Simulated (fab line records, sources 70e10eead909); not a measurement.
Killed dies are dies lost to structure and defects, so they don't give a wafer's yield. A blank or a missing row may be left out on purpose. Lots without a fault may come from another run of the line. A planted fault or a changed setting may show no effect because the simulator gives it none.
Problem report in the 8D (eight disciplines) form, filled by code | flow nand_harc | the parts of the form that need people (team, actions taken, sign-off) are left out

1. THE PROBLEM
chamber_pressure_mTorr at NHARC_A_BONDPAD_STRIP_15 reads a mean of 50.62 mTorr on 9 wafers of 3 lots; wafers without a fault read 60.00 mTorr with a standard deviation of 0.056. That is -99 or more standard deviations from the usual mean.
The step: strips in O2.
First seen on wafer L351.4, day 21 20:33, on rie_diel-03. The record holds 36 wafers of 12 lots with a number at this step. Rule for "out", or "out of limits": more than 4 standard deviations from the usual mean. The other wafers with a number count as sound.

2. WHAT IT IS AND WHAT IT IS NOT
question                    | is                     | is not
which readings at this step | chamber_pressure_mTorr | drypump_motor_current_A, o2_flow_sccm, oes_product_au, rf_vpp_V, showerhead_plenum_p_Torr, throttle_valve_pct
which lots                  | L350, L351, L352       | L335, L336, L337, L338, L339, L340, L341, L342, L353
which wafers of those lots  | all that have a number | -
read on which tools         | rie_diel-03            | rie_diel-01, rie_diel-07
when                        | from day 21 20:33      | up to then (24 sound wafers); but 3 sound wafers of L353 came after

3. SUSPECTS, AND WHAT RULES EACH OUT
Counting: a tool at a process step up to the reading stays a suspect if it ran every lot that is out and no sound lot after the first of them.
- rie_diel-03 at NHARC_A_BONDPAD_STRIP_15 (strips in O2): kept. It ran every lot that is out, first L351 (day 21 20:33), and no sound lot after that; its last sound lot up to then is L342 (day 19 23:49). Its own readings are out on those wafers: chamber_pressure_mTorr.
Left after counting: rie_diel-03 at NHARC_A_BONDPAD_STRIP_15.

4. THE CAUSE (what the simulator had put in)
Process parameter drift: rie_diel-03, from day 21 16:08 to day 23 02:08, at NHARC_A_BONDPAD_STRIP_15. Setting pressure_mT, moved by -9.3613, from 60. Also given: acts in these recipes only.
Counting left only this tool.

5. THE CHAIN OF EFFECTS, in route order
Each row: a reading whose mean over the struck wafers that have a number lies more than 3 standard deviations from the usual. Only readings for which the record gives a usual standard deviation are gone through. hours: the time from each lot's start at the first step in this table that gives one to its start at this step, as a median over the lots. sigmas: the change in usual standard deviations.
hours | step                     | reading                | usual       | on struck wafers | change | sigmas
0     | NHARC_A_BONDPAD_STRIP_15 | chamber_pressure_mTorr | 60.00 mTorr | 50.62            | -9.38  | -99 or more
The process steps in it:
- NHARC_A_BONDPAD_STRIP_15: strips in O2.
Later measuring or inspecting steps at which every struck wafer that the step has a row for has a number for every such reading, and none has moved that far: NHARC_END_SORT_01.

6. WHAT WOULD HAVE CAUGHT IT SOONER
In this record the first reading out of limits was taken at day 21 20:33, 4 hours after the fault began at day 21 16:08.
